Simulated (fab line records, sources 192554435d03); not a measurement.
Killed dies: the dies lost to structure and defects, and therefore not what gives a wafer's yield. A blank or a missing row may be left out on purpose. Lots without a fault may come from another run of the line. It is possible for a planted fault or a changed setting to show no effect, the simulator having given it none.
A struck lot beside a sound one :: flow n5_finfet :: 15 out of 1938 route steps
Sound: the wafers L442.1, L442.2, L442.6. Struck: wafer L447.6 (L447.3, L447.4, from the same lot, were not struck and are left out); the cause is given at the end.
Order at every step that has rows: each side's tool, ch and its chambers, its first start. Under that, the readings that differ: sound wafers :: struck wafers :: difference of the means :: sigmas: that difference in standard deviations of wafers without a fault.
alike: a reading whose means differ by less than 2 such deviations, as well as words and numbers matching on both sides. not compared: withheld readings; readings where some wafer has no value; bounds like >300 that might hide an equal value; numbers whose values overlap and for which the record gives no deviation.
The two part at a step that has a row with sigmas, a row that says differs or no value, or rows on one side only. Numbers that don't overlap but have no deviation are shown without sigmas and don't part them. A reading that every wafer of one side lacks parts them only if that side has two wafers or more.

N5_DUMMY_GATE_ETCH_29: etches underlayer in N2/H2, target depth 13 nm.
  sound on rie_diel-02 ch 0,1, day 3 05:23; struck on rie_diel-06 ch 3, day 4 13:01
reading: rf_vpp_V (V)
sound: 526.7 527.3 526.3
struck: 519.8
difference: -7.0
sigmas: -3
  alike: drypump_motor_current_A, oes_product_au, showerhead_plenum_p_Torr, throttle_valve_pct
  not compared: rf_hours_counter_h
then, 5 steps without rows for these wafers: N5_DUMMY_GATE_ETCH_36 (etches SiARC in CF4, target depth 13 nm); N5_DUMMY_GATE_ETCH_37 (etches SOC in N2/H2, target depth 60 nm, overetch 30 nm); N5_DUMMY_GATE_STRIP_38 (strips in N2/H2); N5_DUMMY_GATE_STRIP_39 (strips in N2/H2); N5_DUMMY_GATE_TRIM_49 (chemistry O2, time 29 s, target cd 14 nm).
N5_DUMMY_GATE_STRIP_40: strips in CF4.
  sound on rie_diel-02 ch 2,3, day 3 05:38; struck on rie_diel-04 ch 3, day 4 13:29
reading: cf4_flow_sccm (sccm)
sound: 150.2 149.7 150.6
struck: 149.2
difference: -1.0
sigmas: -2
  alike: drypump_motor_current_A, oes_product_au, rf_vpp_V, showerhead_plenum_p_Torr, throttle_valve_pct
  not compared: rf_hours_counter_h
N5_DUMMY_GATE_CD_MEAS_50 targets a cd of 14 nm.
  sound on cd_sem-03 at day 3 05:41; struck on cd_sem-02 at day 4 13:32
  alike: cd_nm
N5_DUMMY_GATE_ETCH_31: etches SiO2 in C4F6/O2, target depth 82.5 nm, time 27.5 s.
  sound on rie_diel-02 ch 0,2,3, day 3 05:44; struck on rie_diel-02 ch 1, day 4 13:46
reading: drypump_motor_current_A (A)
sound: 6.5 6.4 6.3
struck: 5.1
difference: -1.3
sigmas: -2

reading: rf_vpp_V (V)
sound: 646 662 635
struck: 689
difference: +41
sigmas: +3
  alike: oes_o_777_au, oes_product_au, showerhead_plenum_p_Torr, throttle_valve_pct
  not compared: rf_hours_counter_h
then, 1 step without rows for these wafers: N5_DUMMY_GATE_STRIP_41 (strips in O2).
N5_DUMMY_GATE_HM_OPEN_21: chemistry CH3F/O2, target SiNx, target depth 120 nm, time 171.4 s.
  sound on rie_diel-02 ch 0,2,3, day 3 05:49; struck on rie_diel-02 ch 1, day 4 13:52
reading: drypump_motor_current_A (A)
sound: 6.4 6.4 6.3
struck: 5.1
difference: -1.3
sigmas: -2

reading: rf_vpp_V (V)
sound: 291 299 287
struck: 309
difference: +17
sigmas: +2
  alike: oes_o_777_au, oes_product_au, showerhead_plenum_p_Torr, throttle_valve_pct
  not compared: rf_hours_counter_h
then, 1 step without rows for these wafers: N5_DUMMY_GATE_ETCH_32 (etches SiO2 in CF4, target depth 3.5 nm, time 3.9 s).
N5_DUMMY_GATE_ETCH_23: etches poly-Si in HBr/Cl2/O2, target depth 41 nm, time 22.3 s.
  sound on rie_si-06 ch 0,2,3, day 3 06:01; struck on rie_si-01 ch 1, day 4 14:03
reading: oes_product_au (a.u.)
sound: 1.005 1.003 0.982
struck: 1.258
difference: +0.261
sigmas: +12

reading: model.etch.depth_nm (nm)
sound: 41.44 41.32 40.81
struck: 56.33
difference: +15.14
sigmas: 
  alike: drypump_motor_current_A, he_backside_leak_sccm, mfc_cl2_sccm, oes_o_777_au, throttle_valve_pct
  not compared: rf_hours_counter_h
N5_DUMMY_GATE_ETCH_44: etches poly-Si in HBr/O2, stops on SiO2, target depth 127.5 nm.
  sound on rie_si-06 ch 0,2,3, day 3 06:04; struck on rie_si-01 ch 1, day 4 14:07
  alike: drypump_motor_current_A, he_backside_leak_sccm, oes_product_au, throttle_valve_pct
  not compared: rf_hours_counter_h
-- here the record skips 5 days between the struck wafers' starts before and after, leaving off in module DUMMY_GATE and picking up in module BEOL_M4 (first step shown: number 1111 of the route) --
N5_BEOL_M4_RC_MEAS_101:
  sound on prober-02 ch 0, day 8 02:00; struck on prober-02 ch 0, day 9 08:29
  alike: DIBL_N, DIBL_P, IOFF_N, IOFF_P, ION_N, ION_P, SS_N, SS_P, VT_N, VT_P

== WHERE THEY PART ==
First at N5_DUMMY_GATE_ETCH_29; last, within this record, at N5_DUMMY_GATE_ETCH_23. Later steps at which nothing parts them and some readings are alike: N5_DUMMY_GATE_ETCH_44, N5_BEOL_M4_RC_MEAS_101.

WHY: what the simulator had put in
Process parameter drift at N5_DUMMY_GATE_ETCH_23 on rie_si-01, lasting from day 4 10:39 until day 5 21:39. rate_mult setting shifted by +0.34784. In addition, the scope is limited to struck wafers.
